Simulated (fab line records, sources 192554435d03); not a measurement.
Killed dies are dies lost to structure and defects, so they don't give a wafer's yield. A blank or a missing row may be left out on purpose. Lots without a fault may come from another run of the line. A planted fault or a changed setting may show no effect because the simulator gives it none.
fab line records | flow n5_finfet
record lots=24 wafers=72 last_day=18
route steps=1938 shown BEOL_M2@841
lots that met no fault: from a run of the same line without faults
start_h: hours from the record's first day to the start of the lot's first wafer shown | wait_h: hours since the lot's step before | " the same as in the row above | L1.1+2: a row that stands for several wafers | - no value, or no start given | * or withheld: withheld | < > ~ a bound
route shown NAME@n: a module of which the file shows steps, and the number in the route of the first | usual: mean/standard deviation of fault-free wafers | same: alike in all rows | chamber/n: place in a boat | sites: the reading at each site | _std_site: their standard deviation | _edge_site: outer sites' mean less inner sites' | radius_mm: how far each site lies from the wafer's centre | mask NAME#n: copy n | behind: the tool/chamber that last shaped the wafer | hold: why the lot was held/for how many hours/how that ended | device: the transistor (n, p or np) that didn't switch | end of line: the same wafers' tests at the end of the route | a step without rows: its recipe alone | killed: dies lost to structure and defects at the first sort, not the wafer's yield | map: a wafer's dies, x killed, . not, _ none there
set.NAME: the setting as run; set.NAME@STEP: as run at that earlier step | model.NAME: the simulator's own value behind a step, which no gauge read
steps of the route over a sample of lots; a table a step, a row a wafer
services: from which hour (start_h, from the record's first day; less than 0 if before it) a tool's chamber was out of use, for how many hours, and why
## steps
# step N5_BEOL_M2_ILD_DEP_00
# recipe material=SiOC target_thk_a=790 temp_c=350 precursor=DEMS/O2 pressure_torr=5 rf_w=500 time_s=15.3
# usual heater_power_w=458/96 showerhead_plenum_p_Torr=5.692/0.016 throttle_valve_pct=12.1/0.63
# columns lot.wafer tool chamber start_h wait_h heater_power_w showerhead_plenum_p_Torr throttle_valve_pct
L074.1 pecvd-02 1 136.10 0.0 500 5.691 12.8
L074.2 " 0 " " 369 5.686 11.8
L074.3 " 1 " " 504 5.688 12.7
L075.1 pecvd-01 2 137.64 0.0 623 5.710 11.0
L075.3 " 0 " " 484 5.664 12.3
L075.4 " 1 " " 403 5.699 11.6
L076.1 pecvd-02 1 139.32 0.0 414 5.688 12.6
L076.4 " 0 " " 402 5.707 12.0
L076.6 " 0 " " 409 5.699 11.8
L077.2 pecvd-02 1 149.75 0.0 424 5.706 12.5
L077.4 " 2 " " 424 5.722 12.9
L077.6 " 0 " " 386 5.692 12.0
L078.1 pecvd-03 0 153.15 0.0 537 5.676 12.3
L078.3 " 1 " " 349 5.694 13.1
L078.4 " 1 " " 344 5.696 13.3
L079.2 pecvd-03 0 161.63 0.0 560 5.685 12.0
L079.3 " 2 " " 503 5.695 11.3
L079.6 " 0 " " 569 5.673 12.3
L080.1 pecvd-01 0 168.67 0.0 523 5.683 12.5
L080.3 " 1 " " 356 5.705 11.8
L080.6 " 2 " " 587 5.707 11.3
L081.4 pecvd-03 0 171.81 0.1 561 5.671 12.3
L081.5 " 1 " " 377 5.692 13.4
L081.6 " 2 " " 465 5.687 11.6
L082.1 pecvd-01 1 180.46 0.0 400 5.713 12.0
L082.5 " 1 " " 389 5.710 12.1
L082.6 " 2 " " 696 5.713 11.5
L083.2 pecvd-02 0 188.31 0.0 384 5.682 11.9
L083.4 " 1 " " 429 5.708 12.6
L083.6 " 0 " " 396 5.672 11.9
L084.1 pecvd-02 2 188.54 0.0 390 5.725 12.6
L084.3 " 0 " " 345 5.697 11.8
L084.4 " 1 " " 439 5.698 12.7
L085.1 pecvd-01 2 193.17 0.0 689 5.710 11.1
L085.3 " 0 " " 481 5.677 12.4
L085.5 " 0 " " 458 5.681 12.3
L086.1 pecvd-03 1 207.24 0.0 364 5.684 13.5
L086.3 " 0 " " 582 5.667 12.2
L086.5 " 1 " " 365 5.698 13.4
L087.2 pecvd-03 2 211.05 0.0 450 5.690 11.6
L087.5 " 0 " " 530 5.677 12.3
L087.6 " 2 " " 455 5.675 11.4
L088.1 pecvd-01 2 211.93 0.0 678 5.713 11.1
L088.3 " 1 " " 337 5.707 11.8
L088.5 " 0 " " 512 5.675 12.4
L089.1 pecvd-02 1 226.41 0.0 454 5.682 12.7
L089.2 " 0 " " 370 5.698 12.1
L089.6 " 1 " " 456 5.696 12.6
L090.1 pecvd-03 2 229.14 0.0 459 5.669 11.7
L090.5 " 0 " " 453 5.680 12.2
L090.6 " 1 " " 381 5.688 13.3
L091.1 pecvd-02 1 235.65 0.0 500 5.683 12.7
L091.5 " 2 " " 365 5.702 11.2
L091.6 " 0 " " 371 5.709 12.3
L092.1 pecvd-01 0 240.37 0.0 491 5.665 12.4
L092.3 " 1 " " 403 5.705 11.8
L092.4 " 1 " " 407 5.705 11.9
L093.2 pecvd-01 2 252.68 0.0 674 5.714 11.5
L093.4 " 1 " " 325 5.710 11.9
L093.5 " 2 " " 668 5.710 11.2
L094.2 pecvd-01 0 252.91 0.0 441 5.698 12.2
L094.4 " 1 " " 393 5.698 12.0
L094.6 " 0 " " 443 5.686 12.2
L095.3 pecvd-02 1 261.16 0.0 485 5.679 12.6
L095.4 " 1 " " 494 5.688 12.5
L095.6 " 0 " " 343 5.701 12.3
L096.1 pecvd-01 0 262.95 0.0 452 5.668 12.3
L096.5 " 0 " " 461 5.674 12.4
L096.6 " 2 " " 689 5.713 11.7
L097.4 pecvd-03 0 270.60 0.1 526 5.672 12.2
L097.5 " 1 " " 334 5.670 13.3
L097.6 " 2 " " 507 5.676 11.7
# step N5_BEOL_M2_ETCH_64
# recipe chemistry=N2/H2 target=SOC target_depth_a=750 overetch_a=225 mask_material=SiARC temp_c=40 time_s=121.9 ion_energy_ev=200 pressure_mtorr=30 source_w=840 bias_w=150 n2_flow_sccm=200 h2_flow_sccm=200
# usual drypump_motor_current_A=5.7/0.4 oes_product_au=0.60/0.061 rf_vpp_V=524.3/2.6 showerhead_plenum_p_Torr=2.56/0.094 throttle_valve_pct=17.81/0.28
# columns lot.wafer tool chamber start_h wait_h drypump_motor_current_A oes_product_au rf_hours_counter_h rf_vpp_V showerhead_plenum_p_Torr throttle_valve_pct
L074.1 rie_diel-01 2 136.94 0.0 5.1 0.68 32 522.5 2.47 17.37
L074.2 " 1 " " 6.1 0.57 170 523.7 2.54 17.83
L074.3 " 0 " " 5.8 0.56 175 526.2 2.65 17.82
L075.1 rie_diel-03 2 139.92 0.0 5.6 0.59 118 523.7 2.53 17.58
L075.3 " 0 " " 5.4 0.53 225 521.4 2.42 18.09
L075.4 " 3 " " 6.0 0.65 54 524.9 2.58 17.55
L076.1 rie_diel-03 3 142.21 0.0 6.0 0.65 55 524.0 2.58 17.56
L076.4 " 1 " " 6.2 0.54 239 522.6 2.49 17.70
L076.6 " 1 " " 6.2 0.54 - 522.5 2.49 17.69
L077.2 rie_diel-01 3 150.64 0.0 5.8 0.54 195 526.1 2.63 18.32
L077.4 " 1 " " 6.1 0.58 - 522.4 2.54 17.83
L077.6 " 2 " " 5.1 0.67 - 522.2 2.47 17.40
L078.1 rie_diel-03 2 156.49 0.0 5.6 0.59 124 524.4 2.53 17.61
L078.3 " 1 " " 6.2 0.54 244 524.8 2.49 17.70
L078.4 " 0 " " 5.4 0.53 231 518.9 2.42 18.09
L079.2 rie_diel-03 1 163.79 0.0 6.2 0.53 246 522.6 2.49 17.71
L079.3 " 0 " " 5.4 0.52 233 520.7 2.42 18.10
L079.6 " 1 " " 6.2 0.53 - 522.4 2.49 17.70
L080.1 rie_diel-02 2 169.59 0.0 5.3 0.68 20 527.4 2.72 17.91
L080.3 " 1 " " 5.9 0.52 252 518.4 2.40 18.05
L080.6 " 3 " " 6.4 0.63 - 524.5 2.59 17.77
L081.4 rie_diel-02 3 172.99 0.1 6.4 0.64 - 525.1 2.59 17.78
L081.5 " 2 " " 5.3 0.68 - 528.2 2.72 17.89
L081.6 " 0 " " 5.0 0.54 - 521.1 2.42 18.15
L082.1 rie_diel-03 0 183.52 0.0 5.4 0.52 241 518.8 2.41 18.12
L082.5 " 2 " " 5.6 0.59 - 523.3 2.52 17.61
L082.6 " 0 " " 5.4 0.52 - 520.4 2.41 18.10
L083.2 rie_diel-02 0 192.75 0.0 5.1 0.53 225 519.9 2.41 18.19
L083.4 " 0 " " 5.1 0.53 - 519.7 2.41 18.18
L083.6 " 2 " " 5.3 0.66 - 528.1 2.72 17.93
L084.1 rie_diel-01 3 193.02 0.0 5.8 0.53 209 527.6 2.62 18.35
L084.3 " 0 " " 5.8 0.55 185 526.5 2.64 17.84
L084.4 " 2 " " 5.1 0.65 51 522.6 2.46 17.41
L085.1 rie_diel-03 1 194.81 0.0 6.2 0.74 1 523.5 2.49 17.25
L085.3 " 0 " " 5.4 0.52 246 519.5 2.41 18.13
L085.5 " 3 " " 6.0 0.64 - 524.8 2.57 17.59
L086.1 rie_diel-03 2 208.51 0.0 5.6 0.57 144 523.0 2.52 17.62
L086.3 " 1 " " 6.2 0.71 6 523.0 2.48 17.26
L086.5 " 1 " " 6.2 0.71 - 521.8 2.48 17.25
L087.2 rie_diel-01 1 211.91 0.0 6.0 0.56 197 523.4 2.53 17.87
L087.5 " 0 " " 5.8 0.54 - 525.4 2.64 17.87
L087.6 " 3 " " 5.7 0.52 - 525.9 2.62 18.34
L088.1 rie_diel-01 3 216.60 0.0 5.8 0.53 216 525.4 2.62 18.37
L088.3 " 1 " " 6.1 0.56 198 524.1 2.53 17.89
L088.5 " 0 " " 5.8 0.54 - 527.0 2.64 17.86
L089.1 rie_diel-03 3 227.18 0.0 6.0 0.62 89 523.6 2.56 17.62
L089.2 " 0 " " 5.4 0.76 0 528.4 2.73 17.64
L089.6 " 3 " " 6.0 0.62 - 524.1 2.56 17.61
L090.1 rie_diel-02 1 230.06 0.0 5.9 0.71 12 528.0 2.72 17.57
L090.5 " 0 " " 5.1 0.54 - 519.0 2.41 18.19
L090.6 " 3 " " 6.4 0.62 - 524.8 2.58 17.80
L091.1 rie_diel-02 3 240.44 0.0 6.4 0.61 102 525.2 2.58 17.81
L091.5 " 2 " " 5.3 0.65 - 528.4 2.71 17.94
L091.6 " 3 " " 6.4 0.61 - 525.6 2.58 17.81
L092.1 rie_diel-01 1 242.59 0.0 6.1 0.55 207 524.3 2.53 17.89
L092.3 " 2 " " 5.1 0.64 68 522.0 2.45 17.43
L092.4 " 3 " " 5.8 0.51 226 524.4 2.62 18.36
L093.2 rie_diel-03 2 256.76 0.0 5.6 0.56 167 523.7 2.51 17.68
L093.4 " 0 " " 5.4 0.70 13 528.9 2.72 17.68
L093.5 " 0 " " 5.4 0.71 - 528.7 2.72 17.66
L094.2 rie_diel-01 2 256.93 0.0 5.1 0.64 74 521.5 2.45 17.45
L094.4 " 3 " " 5.8 0.51 232 525.2 2.61 18.38
L094.6 " 2 " " 5.1 0.64 - 521.0 2.45 17.44
L095.3 rie_diel-02 3 262.57 0.0 6.4 0.61 111 524.9 2.58 17.83
L095.4 " 2 " " 5.3 0.64 - 529.0 2.71 17.97
L095.6 " 1 " " 5.9 0.68 - 526.9 2.71 17.61
L096.1 rie_diel-01 3 266.15 0.0 5.8 0.51 235 526.6 2.61 18.39
L096.5 " 3 " " 5.8 0.51 - 524.7 2.61 18.39
L096.6 " 2 " " 5.1 0.63 - 521.9 2.45 17.48
L097.4 rie_diel-02 2 271.71 0.1 5.3 0.64 - 527.9 2.70 17.97
L097.5 " 3 " " 6.4 0.61 - 524.4 2.58 17.84
L097.6 " 1 " " 5.9 0.68 - 526.5 2.71 17.61
# step N5_BEOL_M2_CD_MEAS_28
# recipe target_cd_nm=26.2 landing_energy_ev=500 detector=se_inlens target_cd_y_nm=24.1 polarity=opening
# usual cd_nm=26.20/0.28
# columns lot.wafer tool chamber start_h wait_h cd_nm
L074.1 cd_sem-03 0 137.74 - 26.85
L074.2 " 0 " " 26.70
L074.3 " 0 " " 26.54
L075.1 cd_sem-03 0 140.84 - 25.75
L075.3 " 0 " " 26.18
L075.4 " 0 " " 25.63
L076.1 cd_sem-01 0 143.10 - 26.32
L076.4 " 0 " " 26.54
L076.6 " 0 " " 26.01
L077.2 cd_sem-03 0 151.31 - 25.82
L077.4 " 0 " " 25.86
L077.6 " 0 " " 26.12
L078.1 cd_sem-03 0 157.25 - 25.96
L078.3 " 0 " " 26.05
L078.4 " 0 " " 26.42
L079.2 cd_sem-02 0 164.47 - 26.00
L079.3 " 0 " " 26.24
L079.6 " 0 " " 26.01
L080.1 cd_sem-03 0 170.41 - 25.94
L080.3 " 0 " " 26.04
L080.6 " 0 " " 25.55
L081.4 cd_sem-03 0 173.62 - 26.43
L081.5 " 0 " " 26.40
L081.6 " 0 " " 26.30
L082.1 cd_sem-03 0 184.34 - 26.55
L082.5 " 0 " " 26.04
L082.6 " 0 " " 26.55
L083.2 cd_sem-03 0 193.53 - 26.36
L083.4 " 0 " " 26.43
L083.6 " 0 " " 26.81
L084.1 cd_sem-01 0 193.78 - 25.70
L084.3 " 0 " " 25.94
L084.4 " 0 " " 25.65
L085.1 cd_sem-02 0 195.58 - 26.17
L085.3 " 0 " " 25.98
L085.5 " 0 " " 26.13
L086.1 cd_sem-01 0 209.31 - 26.41
L086.3 " 0 " " 25.98
L086.5 " 0 " " 26.18
L087.2 cd_sem-03 0 212.67 - 25.98
L087.5 " 0 " " 25.76
L087.6 " 0 " " 26.00
L088.1 cd_sem-03 0 217.39 - 26.10
L088.3 " 0 " " 26.57
L088.5 " 0 " " 26.43
L089.1 cd_sem-02 0 227.98 - 26.25
L089.2 " 0 " " 26.36
L089.6 " 0 " " 25.91
L090.1 cd_sem-01 0 230.74 - 25.70
L090.5 " 0 " " 26.03
L090.6 " 0 " " 26.40
L091.1 cd_sem-01 0 241.26 - 26.00
L091.5 " 0 " " 26.41
L091.6 " 0 " " 26.03
L092.1 cd_sem-01 0 243.48 - 26.17
L092.3 " 0 " " 26.25
L092.4 " 0 " " 26.53
L093.2 cd_sem-03 0 257.43 - 25.68
L093.4 " 0 " " 26.17
L093.5 " 0 " " 25.82
L094.2 cd_sem-03 0 257.73 - 26.49
L094.4 " 0 " " 26.21
L094.6 " 0 " " 26.43
L095.3 cd_sem-01 0 263.48 - 26.00
L095.4 " 0 " " 26.38
L095.6 " 0 " " 26.23
L096.1 cd_sem-03 0 267.01 - 26.34
L096.5 " 0 " " 26.49
L096.6 " 0 " " 26.32
L097.4 cd_sem-03 0 272.50 - 26.62
L097.5 " 0 " " 26.35
L097.6 " 0 " " 26.36
# step N5_BEOL_M2_OVL_MEAS_29
# recipe points_per_wafer=522
# usual V1_OVL=0.4/0.78
# columns lot.wafer tool chamber start_h wait_h V1_OVL[nm]
L074.1 overlay-02 0 137.77 0.0 1.1
L074.2 " 0 " " 1.4
L074.3 " 0 " " 1.8
L075.1 overlay-02 0 140.87 0.0 0.2
L075.3 " 0 " " 0.5
L075.4 " 0 " " -0.5
L076.1 overlay-02 0 143.13 0.0 0.4
L076.4 " 0 " " 1.1
L076.6 " 0 " " 1.1
L077.2 overlay-01 0 151.34 0.0 1.3
L077.4 " 0 " " 2.6
L077.6 " 0 " " 0.8
L078.1 overlay-01 0 157.29 0.0 0.9
L078.3 " 0 " " -0.5
L078.4 " 0 " " 0.5
L079.2 overlay-02 0 164.50 0.0 0.6
L079.3 " 0 " " 1.2
L079.6 " 0 " " 0.2
L080.1 overlay-02 0 170.44 0.0 0.9
L080.3 " 0 " " 0.4
L080.6 " 0 " " -0.5
L081.4 overlay-01 0 173.66 0.0 0.7
L081.5 " 0 " " 0.3
L081.6 " 0 " " 1.2
L082.1 overlay-02 0 184.37 0.0 -0.3
L082.5 " 0 " " 0.0
L082.6 " 0 " " 1.4
L083.2 overlay-01 0 193.56 0.0 1.3
L083.4 " 0 " " 0.4
L083.6 " 0 " " 0.4
L084.1 overlay-01 0 193.84 0.1 0.3
L084.3 " 0 " " 0.5
L084.4 " 0 " " 0.9
L085.1 overlay-01 0 195.61 0.0 -1.5
L085.3 " 0 " " -1.6
L085.5 " 0 " " -0.7
L086.1 overlay-01 0 209.34 0.0 0.3
L086.3 " 0 " " 0.6
L086.5 " 0 " " 0.0
L087.2 overlay-02 0 212.71 0.0 1.4
L087.5 " 0 " " -1.4
L087.6 " 0 " " 0.8
L088.1 overlay-02 0 217.42 0.0 1.0
L088.3 " 0 " " 1.7
L088.5 " 0 " " 1.0
L089.1 overlay-01 0 228.01 0.0 -0.8
L089.2 " 0 " " 0.0
L089.6 " 0 " " -0.3
L090.1 overlay-01 0 230.77 0.0 0.7
L090.5 " 0 " " 0.0
L090.6 " 0 " " -0.3
L091.1 overlay-01 0 241.30 0.0 2.1
L091.5 " 0 " " 2.3
L091.6 " 0 " " 0.9
L092.1 overlay-01 0 243.51 0.0 0.8
L092.3 " 0 " " 0.2
L092.4 " 0 " " -1.1
L093.2 overlay-02 0 257.47 0.0 0.7
L093.4 " 0 " " -0.1
L093.5 " 0 " " 0.6
L094.2 overlay-02 0 257.76 0.0 1.6
L094.4 " 0 " " 0.4
L094.6 " 0 " " 0.4
L095.3 overlay-02 0 263.52 0.0 0.1
L095.4 " 0 " " 0.8
L095.6 " 0 " " 0.5
L096.1 overlay-02 0 267.04 0.0 0.8
L096.5 " 0 " " 1.5
L096.6 " 0 " " 0.3
L097.4 overlay-01 0 272.54 0.0 0.1
L097.5 " 0 " " 0.7
L097.6 " 0 " " 0.7
# step N5_BEOL_M2_VIA_ETCH_34
# recipe chemistry=C4F6/O2 target_depth_a=694 mask_material=SOC pressure_mtorr=15 ion_energy_ev=250 taper_deg=4 time_s=65.9 source_w=350 bias_w=170 Ar_flow_sccm=300 C4F6_flow_sccm=10 O2_flow_sccm=10
# usual drypump_motor_current_A=5.7/0.39 oes_product_au=0.78/0.097 rf_vpp_V=672/22 showerhead_plenum_p_Torr=2.85/0.12 throttle_valve_pct=30.8/0.41
# columns lot.wafer tool chamber start_h wait_h drypump_motor_current_A oes_product_au rf_hours_counter_h rf_vpp_V showerhead_plenum_p_Torr throttle_valve_pct
L074.1 rie_diel-03 3 141.28 0.0 6.0 0.86 54 677 2.90 30.4
L074.2 " 2 " " 5.6 0.78 118 678 2.88 31.1
L074.3 " 0 " " 5.4 0.67 226 684 2.66 30.7
L076.1 rie_diel-02 0 145.89 0.0 5.1 0.71 207 665 2.69 31.0
L076.4 " 0 " " 5.1 0.70 - 665 2.69 30.9
L076.6 " 2 " " 5.3 0.93 - 652 3.05 31.2
L075.1 rie_diel-02 0 149.09 0.0 5.1 0.71 209 664 2.69 30.9
L075.3 " 1 " " 5.9 0.68 245 682 2.67 30.7
L075.4 " 1 " " 5.9 0.68 - 681 2.67 30.7
L077.2 rie_diel-02 0 152.32 0.0 5.0 0.70 210 664 2.69 30.9
L077.4 " 1 " " 5.9 0.69 246 682 2.67 30.7
L077.6 " 0 " " 5.1 0.71 - 663 2.69 31.0
L078.1 rie_diel-02 0 157.78 0.0 5.1 0.70 213 664 2.69 31.0
L078.3 " 2 " " 5.3 0.92 16 654 3.05 31.3
L078.4 " 3 " " 6.4 0.83 73 682 2.93 31.0
L079.2 rie_diel-02 2 168.61 0.0 5.3 0.93 20 652 3.05 31.2
L079.3 " 0 " " 5.1 0.69 217 664 2.69 31.0
L079.6 " 1 " " 5.9 0.68 - 680 2.67 30.7
L080.1 rie_diel-03 0 171.75 0.0 5.4 0.66 236 682 2.65 30.7
L080.3 " 3 " " 6.0 0.84 65 676 2.90 30.5
L080.6 " 0 " " 5.4 0.67 - 684 2.65 30.7
L081.4 rie_diel-01 0 179.54 0.0 5.8 0.71 181 695 2.94 30.5
L081.5 " 1 " " 6.0 0.73 - 674 2.82 30.7
L081.6 " 2 " " 5.1 0.89 - 611 2.76 30.5
L082.1 rie_diel-01 1 186.92 0.0 6.1 0.73 189 673 2.82 30.7
L082.5 " 0 " " 5.8 0.70 - 694 2.94 30.5
L082.6 " 3 " " 5.8 0.71 - 689 2.93 31.5
L083.2 rie_diel-03 2 194.33 0.0 5.6 0.74 139 679 2.87 31.1
L083.4 " 1 " " 6.2 0.99 1 667 2.76 29.9
L083.6 " 0 " " 5.4 0.66 - 685 2.65 30.7
L084.1 rie_diel-01 2 194.53 0.0 5.1 0.88 52 610 2.75 30.4
L084.3 " 3 " " 5.8 0.71 209 688 2.93 31.5
L084.4 " 0 " " 5.8 0.69 186 696 2.94 30.5
L085.1 rie_diel-01 0 199.67 0.0 5.8 0.70 188 696 2.94 30.5
L085.3 " 3 " " 5.8 0.70 211 690 2.93 31.5
L085.5 " 0 " " 5.8 0.69 - 697 2.94 30.5
L086.1 rie_diel-02 0 210.62 0.0 5.1 0.68 233 663 2.68 31.0
L086.3 " 1 " " 5.9 0.97 6 692 3.00 30.4
L086.5 " 0 " " 5.1 0.69 - 662 2.68 31.0
L087.2 rie_diel-03 1 215.90 0.0 6.2 0.94 10 667 2.76 29.9
L087.5 " 3 " " 6.0 0.82 - 677 2.89 30.5
L087.6 " 1 " " 6.2 0.94 - 665 2.76 29.9
L088.1 rie_diel-02 0 219.14 0.0 5.1 0.68 236 663 2.68 31.0
L088.3 " 1 " " 5.9 0.94 8 692 3.00 30.4
L088.5 " 2 " " 5.3 0.88 - 653 3.04 31.3
L089.1 rie_diel-01 3 228.50 0.0 5.8 0.69 221 689 2.93 31.5
L089.2 " 1 " " 6.1 0.71 202 673 2.82 30.7
L089.6 " 2 " " 5.1 0.84 - 610 2.75 30.5
L090.1 rie_diel-03 2 231.39 0.0 5.6 0.72 155 677 2.86 31.1
L090.5 " 3 " " 6.0 0.81 - 677 2.88 30.5
L090.6 " 2 " " 5.6 0.72 - 679 2.86 31.1
L091.1 rie_diel-03 2 242.33 0.0 5.5 0.72 160 678 2.86 31.1
L091.5 " 0 " " 5.4 0.94 - 696 2.98 30.2
L091.6 " 2 " " 5.5 0.72 - 677 2.86 31.1
L092.1 rie_diel-01 3 244.52 0.0 5.7 0.68 227 689 2.92 31.5
L092.3 " 2 " " 5.2 0.83 69 610 2.75 30.5
L092.4 " 1 " " 6.1 0.72 208 673 2.81 30.7
L093.2 rie_diel-03 0 260.87 0.0 5.4 0.92 14 696 2.97 30.2
L093.4 " 3 " " 6.0 0.80 103 676 2.88 30.5
L093.5 " 1 " " 6.2 0.91 - 666 2.76 30.0
L094.2 rie_diel-01 0 261.18 0.0 5.8 0.69 208 694 2.93 30.5
L094.4 " 1 " " 6.1 0.71 215 673 2.81 30.7
L094.6 " 1 " " 6.1 0.71 - 674 2.81 30.7
L095.3 rie_diel-02 2 266.04 0.0 5.3 0.86 53 652 3.03 31.3
L095.4 " 3 " " 6.4 0.80 - 680 2.91 31.0
L095.6 " 1 " " 5.9 0.92 - 691 2.99 30.4
L096.1 rie_diel-01 2 275.12 0.0 5.2 0.84 80 611 2.74 30.5
L096.5 " 0 " " 5.8 0.69 - 696 2.92 30.5
L096.6 " 3 " " 5.8 0.69 - 689 2.92 31.5
L097.4 rie_diel-02 3 275.18 0.0 6.4 0.80 - 680 2.91 31.0
L097.5 " 1 " " 6.0 0.90 - 691 2.99 30.4
L097.6 " 2 " " 5.3 0.84 - 652 3.03 31.3
# step N5_BEOL_M2_STRIP_36
# recipe chemistry=N2/H2 power_w=450 temp_c=40 pressure_mtorr=20 rf_frequency_hz=6e+07 overash_fraction=0.3 bias_power_w=7 h2_frac=0.5 n2_flow_sccm=200 h2_flow_sccm=200
# usual drypump_motor_current_A=5.7/0.4 oes_product_au=0.78/0.093 rf_vpp_V=59.2/1.5 showerhead_plenum_p_Torr=2.55/0.11 throttle_valve_pct=23.7/0.38
# columns lot.wafer tool chamber start_h wait_h drypump_motor_current_A oes_product_au rf_hours_counter_h rf_vpp_V showerhead_plenum_p_Torr throttle_valve_pct
L074.1 rie_diel-03 3 141.34 0.0 6.0 0.86 54 58.6 2.57 23.3
L074.2 " 2 " " 5.6 0.77 118 59.6 2.52 23.2
L074.3 " 0 " " 5.4 0.66 226 60.5 2.41 24.0
L076.1 rie_diel-02 0 145.96 0.0 5.1 0.73 207 59.8 2.42 24.1
L076.4 " 0 " " 5.1 0.71 - 57.7 2.42 24.1
L076.6 " 2 " " 5.3 0.92 - 60.5 2.72 24.0
L075.1 rie_diel-02 0 149.15 0.0 5.1 0.72 209 57.4 2.42 24.1
L075.3 " 1 " " 5.9 0.68 245 57.0 2.40 23.7
L075.4 " 1 " " 5.8 0.67 - 59.9 2.40 23.7
L077.2 rie_diel-02 0 152.38 0.0 5.0 0.72 211 58.8 2.42 24.1
L077.4 " 1 " " 5.9 0.66 246 57.5 2.40 23.7
L077.6 " 0 " " 5.1 0.72 - 60.0 2.42 24.1
L078.1 rie_diel-02 0 157.84 0.0 5.1 0.72 213 59.4 2.41 24.1
L078.3 " 2 " " 5.3 0.89 16 59.6 2.72 24.0
L078.4 " 3 " " 6.4 0.83 73 59.3 2.59 23.6
L079.2 rie_diel-02 2 168.67 0.0 5.3 0.90 20 61.3 2.72 23.9
L079.3 " 0 " " 5.0 0.72 217 59.2 2.41 24.1
L079.6 " 1 " " 5.9 0.67 - 59.7 2.40 23.7
L080.1 rie_diel-03 0 171.81 0.0 5.4 0.67 236 59.7 2.41 24.0
L080.3 " 3 " " 6.0 0.85 65 58.7 2.57 23.3
L080.6 " 0 " " 5.4 0.66 - 58.0 2.41 24.0
L081.4 rie_diel-01 0 179.60 0.0 5.8 0.71 181 58.2 2.64 23.4
L081.5 " 1 " " 6.1 0.74 - 56.4 2.53 23.6
L081.6 " 2 " " 5.1 0.88 - 59.0 2.46 23.2
L082.1 rie_diel-01 1 186.98 0.0 6.1 0.75 189 57.0 2.53 23.6
L082.5 " 0 " " 5.8 0.70 - 58.0 2.64 23.4
L082.6 " 3 " " 5.8 0.70 - 60.6 2.62 24.4
L083.2 rie_diel-03 2 194.39 0.0 5.6 0.75 139 56.9 2.51 23.3
L083.4 " 1 " " 6.2 0.99 1 59.2 2.48 23.1
L083.6 " 0 " " 5.4 0.66 - 58.7 2.41 24.0
L084.1 rie_diel-01 2 194.59 0.0 5.1 0.86 52 57.4 2.46 23.2
L084.3 " 3 " " 5.8 0.69 209 59.4 2.62 24.4
L084.4 " 0 " " 5.8 0.71 186 60.6 2.64 23.4
L085.1 rie_diel-01 0 199.73 0.0 5.8 0.70 188 60.8 2.64 23.4
L085.3 " 3 " " 5.8 0.68 211 60.2 2.62 24.4
L085.5 " 0 " " 5.8 0.71 - 57.6 2.64 23.4
L086.1 rie_diel-02 0 210.68 0.0 5.0 0.69 233 57.7 2.41 24.2
L086.3 " 1 " " 5.9 0.95 6 61.9 2.71 23.3
L086.5 " 0 " " 5.1 0.70 - 57.1 2.41 24.1
L087.2 rie_diel-03 1 215.96 0.0 6.2 0.94 10 56.7 2.48 23.2
L087.5 " 3 " " 6.0 0.84 - 59.6 2.56 23.4
L087.6 " 1 " " 6.2 0.93 - 58.9 2.48 23.2
L088.1 rie_diel-02 0 219.20 0.0 5.1 0.70 236 56.8 2.41 24.1
L088.3 " 1 " " 5.9 0.94 8 58.8 2.71 23.3
L088.5 " 2 " " 5.3 0.86 - 60.1 2.71 24.0
L089.1 rie_diel-01 3 228.56 0.0 5.8 0.68 221 59.0 2.61 24.4
L089.2 " 1 " " 6.1 0.73 203 56.4 2.53 23.6
L089.6 " 2 " " 5.1 0.83 - 57.0 2.45 23.2
L090.1 rie_diel-03 2 231.45 0.0 5.6 0.72 155 58.9 2.51 23.3
L090.5 " 3 " " 6.0 0.82 - 57.3 2.55 23.4
L090.6 " 2 " " 5.5 0.72 - 61.0 2.51 23.3
L091.1 rie_diel-03 2 242.39 0.0 5.6 0.72 160 58.4 2.51 23.3
L091.5 " 0 " " 5.4 0.94 - 59.7 2.72 23.6
L091.6 " 2 " " 5.6 0.72 - 59.7 2.51 23.2
L092.1 rie_diel-01 3 244.58 0.0 5.8 0.68 227 61.1 2.61 24.4
L092.3 " 2 " " 5.1 0.85 69 59.0 2.45 23.2
L092.4 " 1 " " 6.1 0.73 208 62.2 2.52 23.6
L093.2 rie_diel-03 0 260.93 0.0 5.4 0.92 14 61.3 2.72 23.6
L093.4 " 3 " " 6.0 0.82 103 59.0 2.55 23.4
L093.5 " 1 " " 6.2 0.91 - 56.9 2.47 23.2
L094.2 rie_diel-01 0 261.24 0.0 5.8 0.69 208 57.6 2.63 23.4
L094.4 " 1 " " 6.1 0.73 215 58.8 2.52 23.7
L094.6 " 1 " " 6.1 0.72 - 60.9 2.52 23.6
L095.3 rie_diel-02 2 266.10 0.0 5.3 0.84 53 60.7 2.70 24.0
L095.4 " 3 " " 6.4 0.78 - 59.3 2.57 23.7
L095.6 " 1 " " 5.9 0.90 - 62.1 2.71 23.3
L096.1 rie_diel-01 2 275.18 0.0 5.1 0.83 80 60.1 2.45 23.2
L096.5 " 0 " " 5.8 0.68 - 58.3 2.63 23.4
L096.6 " 3 " " 5.8 0.67 - 60.6 2.61 24.4
L097.4 rie_diel-02 3 275.24 0.0 6.4 0.78 - 58.2 2.57 23.7
L097.5 " 1 " " 6.0 0.88 - 60.9 2.71 23.3
L097.6 " 2 " " 5.3 0.82 - 57.8 2.70 24.0
## services
# columns tool chamber start_h hours kind
pecvd-01 - 112.20 0.3 repair
pecvd-02 2 125.40 18.7 repair
rie_diel-03 2 128.56 3.6 repair
rie_diel-02 3 139.10 12.7 repair
rie_diel-01 0 143.26 26.3 repair
rie_diel-03 1 174.77 - clean
rie_diel-03 1 174.77 - consumable_replace:focus_ring
rie_diel-02 1 177.05 - clean
rie_diel-02 1 177.05 - consumable_replace:focus_ring
rie_diel-02 1 177.05 - consumable_replace:showerhead
rie_diel-02 1 177.05 17.0 scheduled_down
rie_diel-02 1 177.05 17.0 vent_cycle
pecvd-03 - 180.29 2.2 repair
pecvd-01 - 218.10 1.0 repair
rie_diel-01 0 227.96 4.4 repair
rie_diel-02 0 261.01 - clean
rie_diel-02 0 261.01 - consumable_replace:focus_ring
rie_diel-02 0 261.01 - consumable_replace:showerhead
rie_diel-02 0 261.01 24.3 scheduled_down
rie_diel-02 0 261.01 24.3 vent_cycle
rie_diel-01 0 265.24 2.7 repair
rie_diel-03 3 269.14 2.9 repair
pecvd-02 0 269.66 11.3 repair
pecvd-03 - 270.66 0.8 pm
## key
fault none
